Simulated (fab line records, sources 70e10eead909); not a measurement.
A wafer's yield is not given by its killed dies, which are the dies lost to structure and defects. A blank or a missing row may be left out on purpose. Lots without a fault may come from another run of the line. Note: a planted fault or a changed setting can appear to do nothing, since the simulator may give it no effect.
Matching of chambers    flow nand harc    NHARC_THIN_TSV_CMP_21 on cmp-04: 4 sister chambers
The step polishes, t overpolish 30 s, target thk 2000 nm. 8 wafers are shown with their chamber, then 8 later ones without.

== WAFERS PAIRED WITH THEIR CHAMBERS ==
wafer   chamber  motor current A (A)  overpolish run s (s)
L596.3  1        13.4                 29.995
L596.6  2        11.5                 29.987
L598.4  1        14.3                 30.002
L598.6  3        12.0                 29.997
L608.2  2        10.5                 29.999
L608.4  0        14.9                 30.001
L608.6  3        11.8                 29.988
L612.1  0        15.4                 30.005

== WAFERS WITHOUT THEIR CHAMBER ==
wafer   motor current A (A)  overpolish run s (s)
L612.3  11.0                 29.993
L612.6  10.4                 30.009
L613.1  10.9                 29.984
L613.4  13.2                 29.994
L613.5  11.8                 29.987
L616.1  14.1                 30.003
L616.3  10.6                 30.004
L616.5  13.3                 29.992

== THE CHAMBER EACH PASSED THROUGH ==
wafer   from the rows above      in truth
L612.3  can't be placed: 2 or 3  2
L612.6  can't be placed: 2 or 3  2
L613.1  can't be placed: 2 or 3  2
L613.4  can't be placed: 1 or 3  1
L613.5  can't be placed: 3 or 2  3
L616.1  can't be placed: 1 or 0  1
L616.3  can't be placed: 2 or 3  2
L616.5  can't be placed: 1 or 3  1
Correct placement for 0 of the 8. Unplaceable from these rows: 8, with the true chamber sitting among the candidates in 8. Number placed wrongly: 0.
How it was worked out, from the rows above alone: a wafer's distance from a chamber is the root of the sum, over the readings, of the square of ((its reading less the chamber's mean) divided by the reading's scatter). If the next closest chamber is less than 2 further off than the closest, the wafer can't be placed; otherwise it belongs to the closest. The mean given for a chamber averages the wafers shown for that chamber. The scatter: the root of (the sum of the squares of (reading less its chamber's mean) over the shown wafers, divided by (wafers less chambers)).
